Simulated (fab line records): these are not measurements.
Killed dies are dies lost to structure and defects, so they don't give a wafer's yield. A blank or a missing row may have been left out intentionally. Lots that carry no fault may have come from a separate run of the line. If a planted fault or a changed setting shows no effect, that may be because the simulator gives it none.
Matching of chambers || flow n5Finfet || 4 sister chambers for N5_BEOL_M13_ETCH_67 on rieDiel-02
The step etches SiARC in CF4, target depth 143 nm, time 238.3 s. 4 wafers are shown with their chamber, then 7 later ones without.

== WAFERS WITH THEIR CHAMBER ==
{"wafer": "L083.1", "chamber": 0, "showerheadPlenumPTorr (Torr)": 2.18}
{"wafer": "L083.4", "chamber": 1, "showerheadPlenumPTorr (Torr)": 2.13}
{"wafer": "L094.2", "chamber": 2, "showerheadPlenumPTorr (Torr)": 2.15}
{"wafer": "L094.3", "chamber": 3, "showerheadPlenumPTorr (Torr)": 2.09}

== WAFERS WITH NO CHAMBER GIVEN ==
{"wafer": "L094.5", "showerheadPlenumPTorr (Torr)": 2.17}
{"wafer": "L095.4", "showerheadPlenumPTorr (Torr)": 2.17}
{"wafer": "L095.5", "showerheadPlenumPTorr (Torr)": 2.12}
{"wafer": "L095.6", "showerheadPlenumPTorr (Torr)": 2.17}
{"wafer": "L097.1", "showerheadPlenumPTorr (Torr)": 2.15}
{"wafer": "L097.4", "showerheadPlenumPTorr (Torr)": 2.08}
{"wafer": "L097.5", "showerheadPlenumPTorr (Torr)": 2.15}

== THE CHAMBER EACH PASSED THROUGH ==
{"wafer": "L094.5", "from the rows above": "can't be placed: 0 or 2", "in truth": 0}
{"wafer": "L095.4", "from the rows above": "can't be placed: 0 or 2", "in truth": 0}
{"wafer": "L095.5", "from the rows above": 1, "in truth": 1}
{"wafer": "L095.6", "from the rows above": "can't be placed: 0 or 2", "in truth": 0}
{"wafer": "L097.1", "from the rows above": 2, "in truth": 2}
{"wafer": "L097.4", "from the rows above": 3, "in truth": 3}
{"wafer": "L097.5", "from the rows above": 2, "in truth": 2}
Placed correctly: 4 of 7. From these rows, 3 cannot be placed; in 3 the true chamber is one of the candidates. Placed wrongly: 0.
How it was worked out, from the rows above alone: a wafer's distance from a chamber is the root of the sum, over the readings, of the square of ((its reading less the chamber's mean) divided by the reading's scatter). The wafer belongs to the nearest chamber; if the next one is less than 2 further off, it can't be placed. Each chamber's mean is taken over the wafers shown for it. The scatter: with one shown wafer a chamber, the root of the mean of the squares of how far each hidden wafer lies from its nearest shown one.
